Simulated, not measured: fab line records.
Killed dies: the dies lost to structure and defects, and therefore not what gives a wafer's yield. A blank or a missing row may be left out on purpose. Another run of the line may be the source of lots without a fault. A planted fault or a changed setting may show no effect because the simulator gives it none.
Struck lot and sound lot, side by side + flow nandHarc + 15 steps out of a route of 1302
Sound: these wafers, L722.1, L722.5, L722.6. Wafers struck: L733.2, L733.3, L733.5. The cause comes at the end.
Per side, at each step with rows, come the tool, then ch with its chambers, and then its first start. Under that, the readings that differ: sound wafers + struck wafers + difference of the means + sigmas: that difference in standard deviations of wafers without a fault.
alike: readings whose means differ by less than 2 such deviations, and words and numbers that are the same on both sides. not compared: withheld readings, readings that some wafer has no value for, bounds like >300 that may hide the same value, and numbers for which the record gives no deviation and whose values overlap.
A row with sigmas, a row that says differs or no value, or rows on one side alone: a step with any of these is where the two part. Numbers that have no deviation but don't overlap get no sigmas and don't part them. A reading missing from all wafers of one side parts the sides only when that side holds two or more wafers.

NHARC_A_STAIRCASE_DESCUM_168: chemistry O2, time 3 s.
  sound on rieDiel-06 ch 2,3, day 17 04:27; struck on rieDiel-11 ch 1,3, day 21 11:49
| reading    | sound          | struck         | difference | sigmas |
|------------|----------------|----------------|------------|--------|
| rfVppV (V) | 55.4 57.0 57.3 | 59.5 57.6 59.5 | +2.3       | +3     |
  alike: drypumpMotorCurrentA, o2FlowSccm, oesProductAu, showerheadPlenumPTorr, throttleValvePct
  not compared: rfHoursCounterH
NHARC_A_STAIRCASE_ETCH_169: etches the open film in CH3F/O2, target depth 50 nm, time 107.1 s.
  sound on rieDiel-06 ch 0,3, day 17 04:32; struck on rieDiel-11 ch 0,2,3, day 21 12:29
  alike: drypumpMotorCurrentA, o2FlowSccm, oesProductAu, rfVppV, showerheadPlenumPTorr, throttleValvePct
  not compared: rfHoursCounterH
NHARC_A_STAIRCASE_ETCH_170: etches the open film in C4F6/O2, target depth 200 nm, time 66.667 s.
  sound on rieDiel-06 ch 2,3; struck on rieDiel-11 ch 0,2
  alike: drypumpMotorCurrentA, o2FlowSccm, oesProductAu, rfVppV, showerheadPlenumPTorr, throttleValvePct
  not compared: rfHoursCounterH
NHARC_A_STAIRCASE_STRIP_171: strips in O2.
  sound on plasmaAsher-01 ch 0,1, day 17 04:53; struck on plasmaAsher-02 ch 0,1, day 21 12:50
  alike: drypumpMotorCurrentA, heaterPowerW
  not compared: rfHoursCounterH
then, 8 steps without rows for these wafers: NHARC_A_STAIRCASE_STRIP_172 (strips in SPM, time 900 s); NHARC_A_STAIRCASE_PRECLEAN_173 (cleans in SC1); NHARC_A_STAIRCASE_SRD_174; NHARC_A_STAIRCASE_DEHYDRATE_01 (time 120 s); NHARC_A_STAIRCASE_HMDS_02 (time 30 s); NHARC_A_STAIRCASE_COAT_03; NHARC_A_STAIRCASE_SOFTBAKE_04 (time 170 s); NHARC_A_STAIRCASE_EBR_05.
NHARC_A_STAIRCASE_EXPOSE_06: exposes mask STAIR.
  sound on krfScanner-03 ch 0, day 17 06:01; struck on krfScanner-03 ch 0, day 21 13:50
| reading                           | sound                   | struck            | difference | sigmas |
|-----------------------------------|-------------------------|-------------------|------------|--------|
| model.A_STAIRCASE.overlayXNm (nm) | -0.1644 -0.1644 -0.1644 | 68.35 68.35 68.35 | +68.51     |        |
  alike: mask
then, 1 step without rows for these wafers: NHARC_A_STAIRCASE_PEB_07 (peb time 130 s).
-- the record jumps here: 9 days lie between the struck wafers' starts before and after (it left off in module A_STAIRCASE and takes up again in module END, whose first step shown is number 1302 of the route) --
NHARC_END_SORT_01:
  at this point the record logs the struck wafers (prober-02 ch 0, day 30 03:39) and has no rows for the sound ones

WHERE THEY PART
At NHARC_A_STAIRCASE_DESCUM_168 first; at NHARC_END_SORT_01 last (within this record only).

WHY: the cause the simulator had injected
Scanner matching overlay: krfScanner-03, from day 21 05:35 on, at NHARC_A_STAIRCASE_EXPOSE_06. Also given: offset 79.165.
